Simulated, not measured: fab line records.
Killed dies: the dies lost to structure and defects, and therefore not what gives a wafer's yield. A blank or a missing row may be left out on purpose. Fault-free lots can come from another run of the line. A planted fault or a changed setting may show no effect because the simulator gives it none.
Comparing a struck lot with a sound one ; flow n5_finfet ; 25 steps out of a route of 1938
Sound: the wafers L359.1, L359.4, L359.6. Wafers struck: L348.4, L348.6. The cause is given at the end.
Per side, at each step with rows, come the tool, then ch with its chambers, and then its first start. Under that, the readings that differ: sound wafers ; struck wafers ; difference of the means ; sigmas: that difference in standard deviations of wafers without a fault.
alike: same words and numbers on both sides, and readings whose means sit less than 2 such deviations apart. not compared: any withheld reading, any reading some wafer has no value for, any bound like >300 that may hide the same value, and any number with overlapping values for which the record gives no deviation.
Wherever a step has rows on one side only, a row that says differs or no value, or a row with sigmas, the two part there. Numbers that have no deviation but don't overlap get no sigmas and don't part them. A reading that every wafer of one side lacks parts them only if that side has two wafers or more.

first, 9 steps without rows for these wafers: N5_BEOL_M0_SAQP_EXPOSE_11 (exposes mask M0 CORE, target cd 42 nm); N5_BEOL_M0_SAQP_PEB_12 (peb time 60 s); N5_BEOL_M0_SAQP_DEVELOP_13 (develop time 30 s); N5_BEOL_M0_SAQP_DESCUM_19 (chemistry O2, time 7.9 s); N5_BEOL_M0_SAQP_ETCH_83 (etches SiARC in CF4, target depth 39 nm, time 65 s); N5_BEOL_M0_SAQP_ETCH_84 (etches SOC in N2/H2, target depth 100 nm, overetch 20 nm, time 150 s); N5_BEOL_M0_SAQP_STRIP_80 (strips in N2/H2); N5_BEOL_M0_SAQP_HM_OPEN_112 (chemistry CHF3/O2, target SiO2, stops on a-Si, target depth 12 nm, time 13.5 s); N5_BEOL_M0_SAQP_STRIP_113 (strips in CHF3/O2).
N5_BEOL_M0_SAQP_MANDREL_ETCH_20: etches a-Si in HBr/Cl2, stops on SiNx, target depth 60 nm, bt time 10 s, time 30 s.
  sound on rie_si-06 ch 0,1, day 11 07:09; struck on rie_si-06 ch 0,1, day 8 11:23
reading;sound;struck;difference;sigmas
oes_product_au (a.u.);0.792 0.781 0.769;0.682 0.707;-0.086;-7
over_etch_frac;0.5 0.5 0.5;0.86887 0.86887;+0.36887;
model.SOC_of_BEOL_M0_SAQP_COAT_81.thk_nm (nm);76.2 76.8 74.8;69.6 70.2;-6.0;
model.SiNx_of_BEOL_M0_SAQP_PECVD_97.thk_nm (nm);18.6 18.6 18.2;14.6 15;-3.7;
  alike: drypump_motor_current_A, throttle_valve_pct
  not compared: rf_hours_counter_h
then, 12 steps without rows for these wafers: N5_BEOL_M0_SAQP_STRIP_86 (strips in N2/H2); N5_BEOL_M0_SAQP_STRIP_115 (strips in post etch residue remover, time 60 s); N5_BEOL_M0_SAQP_SRD_93 (time 30 s); N5_BEOL_M0_SAQP_RECESS_114 (chemistry HF/NH3, target SiO2, target depth 14.4 nm, afs cycles 3, sublimation time 60 s); N5_BEOL_M0_SAQP_SPACER1_ALD_98 (deposits SiO2, target thk 12.8 nm, pulse time 1 s, purge time 2 s); N5_BEOL_M0_SAQP_SPACER1_ETCHBACK_99 (etches SiO2 in CHF3/O2, target depth 15.4 nm, time 7.7 s); N5_BEOL_M0_SAQP_MANDREL1_REMOVE_100 (chemistry HBr/Cl2/O2, target a-Si, stops on SiNx, bt time 10 s); N5_BEOL_M0_SAQP_ETCH_101 (etches SiNx in CH3F/O2, target depth 29.9 nm, time 42.7 s); N5_BEOL_M0_SAQP_ETCH_102 (etches SiO2 in CF4, target depth 4 nm, time 4.4 s); N5_BEOL_M0_SAQP_MANDREL_ETCH_103 (etches a-Si in HBr/Cl2, stops on SiCN, target depth 45 nm, bt time 10 s, time 27 s); N5_BEOL_M0_SAQP_RECESS_104 (chemistry HF/NH3, target SiO2, target depth 18 nm, afs cycles 3, sublimation time 60 s); N5_BEOL_M0_SAQP_COAT_105 (time 60 s, resist thk 100 nm).
N5_BEOL_M0_SAQP_ETCH_106: etches SOC in N2/H2, stops on SiNx, target depth 150 nm.
  sound on rie_diel-02 ch 0,2,3, day 11 09:09; struck on rie_diel-04 ch 1,3, day 8 14:32
reading;sound;struck;difference;sigmas
model.SiNx_of_BEOL_M0_SAQP_PECVD_97.thk_nm (nm);15.6 15.6 15.2;11.6 12;-3.7;
  alike: drypump_motor_current_A, oes_product_au, rf_vpp_V, showerhead_plenum_p_Torr, throttle_valve_pct
  not compared: rf_hours_counter_h
then, 1 step without rows for these wafers: N5_BEOL_M0_SAQP_ETCH_107 (etches SiNx in CH3F/O2, target depth 30 nm).
-- here the record skips 3 days between the struck wafers' starts before and after, leaving off in module BEOL_M0_SAQP and picking up in module BEOL_M4 (first step shown: number 1111 of the route) --
N5_BEOL_M4_RC_MEAS_101:
  sound on prober-01 ch 0, day 14 06:17; struck on prober-01 ch 0, day 11 08:32
reading;sound;struck;difference;sigmas
VT_P (mV);-247.2 -250.4 -249.7;-254.0 -255.8;-5.8;-2
  alike: DIBL_N, DIBL_P, IOFF_N, IOFF_P, ION_N, ION_P, SS_N, SS_P, VT_N

== WHERE THEY PART ==
At N5_BEOL_M0_SAQP_MANDREL_ETCH_20 first; at N5_BEOL_M4_RC_MEAS_101 last (within this record only).

WHY: whatever the simulator had introduced
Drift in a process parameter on rie_si-06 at N5_BEOL_M0_SAQP_MANDREL_ETCH_20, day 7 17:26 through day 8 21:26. Setting over_etch_frac, moved by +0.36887, from 0.5. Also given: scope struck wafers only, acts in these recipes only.
